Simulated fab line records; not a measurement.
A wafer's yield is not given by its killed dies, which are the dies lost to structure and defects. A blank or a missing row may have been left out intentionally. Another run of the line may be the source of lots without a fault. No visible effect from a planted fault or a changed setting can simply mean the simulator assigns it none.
Check for tools in common	flow nand harc	Sample size 4 lots and 12 wafers

## THE REASON FOR OPENING IT
On 2 of the 4 lots, a flag is raised at NHARC_END_SORT_01 on the reading killed at array. Fault-free wafers read 26, with a standard deviation of 9.7.
Rule: flag the lot when none of its wafers has a number, or when each of its wafers that has one lies beyond 4 standard deviations from that mean. As for the other lots, they are considered sound.

lot	measured	on	killed at array, wafer by wafer	flag
L636	day 21 12:04	prober-02	27 40 27	
L641	day 22 10:20	prober-01	38 33 33	
L644	day 23 15:46	prober-01	210 112 171	FLAGGED
L645	day 23 16:39	prober-02	181 128 163	FLAGGED
Average over the flagged lots: 161; offset from the usual +135, equal to +14 standard deviations.

## TOOL THAT RAN EACH LOT
Before the reading, the record contains 4 process steps out of a 1159-step route. Cell contents, in order: the tool; ch with the chambers the sampled wafers went through; the start.
lot	flag	NHARC_A_STAIRCASE_ETCH_190	NHARC_A_STAIRCASE_TRIM_191	NHARC_A_STAIRCASE_TRIM_193	NHARC_A_STAIRCASE_TRIM_200
L636		rie diel-01 ch 0,2,3, day 13 01:33 or earlier	rie diel-01 ch 0,3, day 13 01:33 or earlier	rie diel-01 ch 0,1, day 13 01:33	rie diel-13 ch 0,1,3, day 21 12:04 or earlier
L641		rie diel-12 ch 0,1,3, day 14 09:15 or earlier	rie diel-12 ch 0,1,3, day 14 09:15 or earlier	rie diel-12 ch 0,1,3, day 14 09:15	rie diel-12 ch 0,2,3, day 22 10:20 or earlier
L644	FLAGGED	rie diel-13 ch 0,1, day 15 05:38 or earlier	rie diel-13 ch 0,1,2, day 15 05:38 or earlier	rie diel-13 ch 0,1,3, day 15 05:38	rie diel-01 ch 0,3, day 23 15:46 or earlier
L645	FLAGGED	rie diel-13 ch 0,1,2, day 15 05:11 or earlier	rie diel-13 ch 0,1,2, day 15 05:11 or earlier	rie diel-13 ch 0,1,3, day 15 05:11	rie diel-12 ch 0,1,2, day 23 16:39 or earlier
These steps, and what they do:
- NHARC_A_STAIRCASE_ETCH_190: etches the open film in C4F8/O2, target depth 100 nm, time 40.5 s.
- NHARC_A_STAIRCASE_TRIM_191: chemistry O2, time 211.2 s.
- NHARC_A_STAIRCASE_TRIM_193: chemistry O2, time 211.2 s.
- NHARC_A_STAIRCASE_TRIM_200: chemistry O2, time 211.2 s.
- NHARC_END_SORT_01

## FLAGGED AGAINST TOTAL, ONE TOOL AT A TIME (gauges that did the reading follow at the end)
step	tool	lots run	flagged	share of the flagged lots	sound lots run after its first flagged lot
NHARC_A_STAIRCASE_ETCH_190	rie diel-01	1	0	none	-
NHARC_A_STAIRCASE_ETCH_190	rie diel-12	1	0	none	-
NHARC_A_STAIRCASE_ETCH_190	rie diel-13	2	2	all	0
NHARC_A_STAIRCASE_TRIM_191	rie diel-01	1	0	none	-
NHARC_A_STAIRCASE_TRIM_191	rie diel-12	1	0	none	-
NHARC_A_STAIRCASE_TRIM_191	rie diel-13	2	2	all	0
NHARC_A_STAIRCASE_TRIM_193	rie diel-01	1	0	none	-
NHARC_A_STAIRCASE_TRIM_193	rie diel-12	1	0	none	-
NHARC_A_STAIRCASE_TRIM_193	rie diel-13	2	2	all	0
NHARC_A_STAIRCASE_TRIM_200	rie diel-01	1	1	some	0
NHARC_A_STAIRCASE_TRIM_200	rie diel-12	2	1	some	0
NHARC_A_STAIRCASE_TRIM_200	rie diel-13	1	0	none	-
NHARC_END_SORT_01	prober-01	2	1	some	0
NHARC_END_SORT_01	prober-02	2	1	some	0
With no start given for some of its lots, NHARC_A_STAIRCASE_ETCH_190 uses the hours and lot order of NHARC_A_STAIRCASE_TRIM_193. With no start given for some of its lots, NHARC_A_STAIRCASE_TRIM_191 uses the hours and lot order of NHARC_A_STAIRCASE_TRIM_193. With no start given for some of its lots, NHARC_A_STAIRCASE_TRIM_200 uses the hours and lot order of NHARC_END_SORT_01.

## WHAT THE TABLE PERMITS
Every flagged lot was run by 3 rows of the table: rie diel-13 at NHARC_A_STAIRCASE_ETCH_190, rie diel-13 at NHARC_A_STAIRCASE_TRIM_191 and rie diel-13 at NHARC_A_STAIRCASE_TRIM_193.
- rie diel-13 at NHARC_A_STAIRCASE_ETCH_190 ran 2 lots, 2 of them flagged. With no sound lot run before its first flagged lot in this sample, there is nothing to narrow down the start.
- rie diel-13 at NHARC_A_STAIRCASE_TRIM_191 ran 2 lots, 2 of them flagged. With no sound lot run before its first flagged lot in this sample, there is nothing to narrow down the start.
- rie diel-13 at NHARC_A_STAIRCASE_TRIM_193 ran 2 lots, 2 of them flagged. With no sound lot run before its first flagged lot in this sample, there is nothing to narrow down the start. Its own readings lie more than 4 standard deviations out on every wafer of the flagged lots: oes product au.
Just one tool remains: rie diel-13 at NHARC_A_STAIRCASE_ETCH_190 and NHARC_A_STAIRCASE_TRIM_191 and NHARC_A_STAIRCASE_TRIM_193.

## WHAT HAD BEEN PUT IN BY THE SIMULATOR
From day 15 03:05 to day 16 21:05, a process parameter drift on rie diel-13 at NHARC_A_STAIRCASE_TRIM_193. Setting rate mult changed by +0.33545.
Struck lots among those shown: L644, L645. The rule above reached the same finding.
